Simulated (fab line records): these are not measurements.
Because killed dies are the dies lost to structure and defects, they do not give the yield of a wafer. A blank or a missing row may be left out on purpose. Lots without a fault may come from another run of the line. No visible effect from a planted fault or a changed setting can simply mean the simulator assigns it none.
Matching of chambers | flow n5_finfet | N5_BEOL_M4_PRE_CLEAN_60 on cvd_co-01: 3 sister chambers
The step time 15 s. 6 wafers are shown with their chamber, then 12 later ones without.

## EACH WAFER AND ITS CHAMBER
wafer  | chamber | heater_power_w (W)
L090.1 | 1       | 59
L090.2 | 0       | 88
L090.6 | 2       | 83
L091.2 | 2       | 81
L091.3 | 1       | 60
L091.4 | 0       | 86

## WAFERS WITH NO CHAMBER GIVEN
wafer  | heater_power_w (W)
L089.2 | 82
L089.3 | 61
L089.6 | 81
L096.1 | 81
L096.3 | 88
L096.5 | 83
L095.1 | 83
L095.2 | 87
L095.4 | 61
L097.1 | 83
L097.4 | 82
L097.5 | 87

## THE CHAMBER EACH PASSED THROUGH
wafer  | from the rows above | in truth
L089.2 | 2                   | 2
L089.3 | 1                   | 1
L089.6 | 2                   | 2
L096.1 | 2                   | 2
L096.3 | 0                   | 0
L096.5 | 2                   | 2
L095.1 | 2                   | 2
L095.2 | 0                   | 0
L095.4 | 1                   | 1
L097.1 | 2                   | 2
L097.4 | 2                   | 2
L097.5 | 0                   | 0
12 of 12 placed correctly. From these rows, 0 cannot be placed. Wrongly placed: 0.
How it was worked out, from the rows above alone: a wafer's distance from a chamber is the root of the sum, over the readings, of the square of ((its reading less the chamber's mean) divided by the reading's scatter). The wafer belongs to the nearest chamber; if the next one is less than 2 further off, it can't be placed. The mean given for a chamber averages the wafers shown for that chamber. How the scatter is found: for the shown wafers, subtract from each reading the mean of its chamber, square and add these, divide the total by (wafers less chambers), then take the root.
